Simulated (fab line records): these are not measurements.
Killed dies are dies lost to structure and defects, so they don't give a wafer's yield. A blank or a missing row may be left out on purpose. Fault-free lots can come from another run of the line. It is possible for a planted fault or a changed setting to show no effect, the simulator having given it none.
Chamber matching || flow n5Finfet || 4 sister chambers for N5_STI_FIN_REVEAL_STRIP_24 on rieDiel-02
The step strips in N2/H2, time 90 s. 20 wafers are shown with their chamber, then 10 later ones without.

WAFERS WITH THEIR CHAMBER
{"wafer": "L078.2", "chamber": 1, "drypumpMotorCurrentA (A)": 5.5, "showerheadPlenumPTorr (Torr)": 3.37, "throttleValvePct (%)": 12.58}
{"wafer": "L078.3", "chamber": 2, "drypumpMotorCurrentA (A)": 5.2, "showerheadPlenumPTorr (Torr)": 3.53, "throttleValvePct (%)": 11.88}
{"wafer": "L078.6", "chamber": 0, "drypumpMotorCurrentA (A)": 6.3, "showerheadPlenumPTorr (Torr)": 3.40, "throttleValvePct (%)": 12.01}
{"wafer": "L079.1", "chamber": 0, "drypumpMotorCurrentA (A)": 6.3, "showerheadPlenumPTorr (Torr)": 3.40, "throttleValvePct (%)": 12.02}
{"wafer": "L079.2", "chamber": 3, "drypumpMotorCurrentA (A)": 5.7, "showerheadPlenumPTorr (Torr)": 3.30, "throttleValvePct (%)": 12.20}
{"wafer": "L079.3", "chamber": 1, "drypumpMotorCurrentA (A)": 5.5, "showerheadPlenumPTorr (Torr)": 3.37, "throttleValvePct (%)": 12.60}
{"wafer": "L081.1", "chamber": 3, "drypumpMotorCurrentA (A)": 5.7, "showerheadPlenumPTorr (Torr)": 3.30, "throttleValvePct (%)": 12.21}
{"wafer": "L081.2", "chamber": 2, "drypumpMotorCurrentA (A)": 5.2, "showerheadPlenumPTorr (Torr)": 3.52, "throttleValvePct (%)": 11.90}
{"wafer": "L081.4", "chamber": 3, "drypumpMotorCurrentA (A)": 5.7, "showerheadPlenumPTorr (Torr)": 3.29, "throttleValvePct (%)": 12.22}
{"wafer": "L088.1", "chamber": 1, "drypumpMotorCurrentA (A)": 5.5, "showerheadPlenumPTorr (Torr)": 3.36, "throttleValvePct (%)": 12.66}
{"wafer": "L088.2", "chamber": 0, "drypumpMotorCurrentA (A)": 6.3, "showerheadPlenumPTorr (Torr)": 3.39, "throttleValvePct (%)": 12.06}
{"wafer": "L088.4", "chamber": 2, "drypumpMotorCurrentA (A)": 5.2, "showerheadPlenumPTorr (Torr)": 3.52, "throttleValvePct (%)": 11.93}
{"wafer": "L091.1", "chamber": 3, "drypumpMotorCurrentA (A)": 5.7, "showerheadPlenumPTorr (Torr)": 3.29, "throttleValvePct (%)": 12.27}
{"wafer": "L091.3", "chamber": 1, "drypumpMotorCurrentA (A)": 5.5, "showerheadPlenumPTorr (Torr)": 3.36, "throttleValvePct (%)": 12.66}
{"wafer": "L091.6", "chamber": 2, "drypumpMotorCurrentA (A)": 5.3, "showerheadPlenumPTorr (Torr)": 3.51, "throttleValvePct (%)": 11.94}
{"wafer": "L092.3", "chamber": 0, "drypumpMotorCurrentA (A)": 6.3, "showerheadPlenumPTorr (Torr)": 3.39, "throttleValvePct (%)": 12.09}
{"wafer": "L092.4", "chamber": 2, "drypumpMotorCurrentA (A)": 5.2, "showerheadPlenumPTorr (Torr)": 3.51, "throttleValvePct (%)": 11.93}
{"wafer": "L092.5", "chamber": 1, "drypumpMotorCurrentA (A)": 5.5, "showerheadPlenumPTorr (Torr)": 3.36, "throttleValvePct (%)": 12.68}
{"wafer": "L093.1", "chamber": 0, "drypumpMotorCurrentA (A)": 6.3, "showerheadPlenumPTorr (Torr)": 3.39, "throttleValvePct (%)": 12.10}
{"wafer": "L093.3", "chamber": 1, "drypumpMotorCurrentA (A)": 5.5, "showerheadPlenumPTorr (Torr)": 3.36, "throttleValvePct (%)": 12.68}

SIGNATURES (averages over the wafers above)
{"reading": "drypumpMotorCurrentA", "chamber 0": 6.300, "chamber 1": 5.500, "chamber 2": 5.220, "chamber 3": 5.700, "scatter within a chamber": 0.0224}
{"reading": "showerheadPlenumPTorr", "chamber 0": 3.3940, "chamber 1": 3.3633, "chamber 2": 3.5180, "chamber 3": 3.2950, "scatter within a chamber": 0.00629}
{"reading": "throttleValvePct", "chamber 0": 12.0560, "chamber 1": 12.6433, "chamber 2": 11.9160, "chamber 3": 12.2250, "scatter within a chamber": 0.0363}
Rule: for a wafer and a chamber, the distance is found by dividing, reading by reading, the gap between the wafer's reading and the chamber's mean by the reading's scatter, squaring, summing and taking the root. The wafer belongs to the nearest chamber; if the next one is less than 2 further off, it can't be placed. How the scatter is found: for the shown wafers, subtract from each reading the mean of its chamber, square and add these, divide the total by (wafers less chambers), then take the root.

WAFERS WITHOUT THEIR CHAMBER
{"wafer": "L093.5", "drypumpMotorCurrentA (A)": 6.4, "showerheadPlenumPTorr (Torr)": 3.39, "throttleValvePct (%)": 12.09}
{"wafer": "L094.1", "drypumpMotorCurrentA (A)": 5.2, "showerheadPlenumPTorr (Torr)": 3.51, "throttleValvePct (%)": 11.98}
{"wafer": "L094.2", "drypumpMotorCurrentA (A)": 6.3, "showerheadPlenumPTorr (Torr)": 3.38, "throttleValvePct (%)": 12.11}
{"wafer": "L094.5", "drypumpMotorCurrentA (A)": 5.5, "showerheadPlenumPTorr (Torr)": 3.35, "throttleValvePct (%)": 12.68}
{"wafer": "L095.1", "drypumpMotorCurrentA (A)": 5.7, "showerheadPlenumPTorr (Torr)": 3.28, "throttleValvePct (%)": 11.63}
{"wafer": "L095.5", "drypumpMotorCurrentA (A)": 5.7, "showerheadPlenumPTorr (Torr)": 3.28, "throttleValvePct (%)": 11.64}
{"wafer": "L095.6", "drypumpMotorCurrentA (A)": 6.3, "showerheadPlenumPTorr (Torr)": 3.38, "throttleValvePct (%)": 12.10}
{"wafer": "L097.1", "drypumpMotorCurrentA (A)": 5.4, "showerheadPlenumPTorr (Torr)": 3.35, "throttleValvePct (%)": 12.71}
{"wafer": "L097.3", "drypumpMotorCurrentA (A)": 6.3, "showerheadPlenumPTorr (Torr)": 3.38, "throttleValvePct (%)": 12.12}
{"wafer": "L097.5", "drypumpMotorCurrentA (A)": 5.2, "showerheadPlenumPTorr (Torr)": 3.51, "throttleValvePct (%)": 11.97}

WHICH CHAMBER EACH ONE RAN IN
{"wafer": "L093.5", "from the rows above": 0, "in truth": 0}
{"wafer": "L094.1", "from the rows above": 2, "in truth": 2}
{"wafer": "L094.2", "from the rows above": 0, "in truth": 0}
{"wafer": "L094.5", "from the rows above": 1, "in truth": 1}
{"wafer": "L095.1", "from the rows above": 3, "in truth": 3}
{"wafer": "L095.5", "from the rows above": 3, "in truth": 3}
{"wafer": "L095.6", "from the rows above": 0, "in truth": 0}
{"wafer": "L097.1", "from the rows above": 1, "in truth": 1}
{"wafer": "L097.3", "from the rows above": 0, "in truth": 0}
{"wafer": "L097.5", "from the rows above": 2, "in truth": 2}
Correct placement for 10 of the 10. From these rows, 0 cannot be placed. Number placed wrongly: 0.
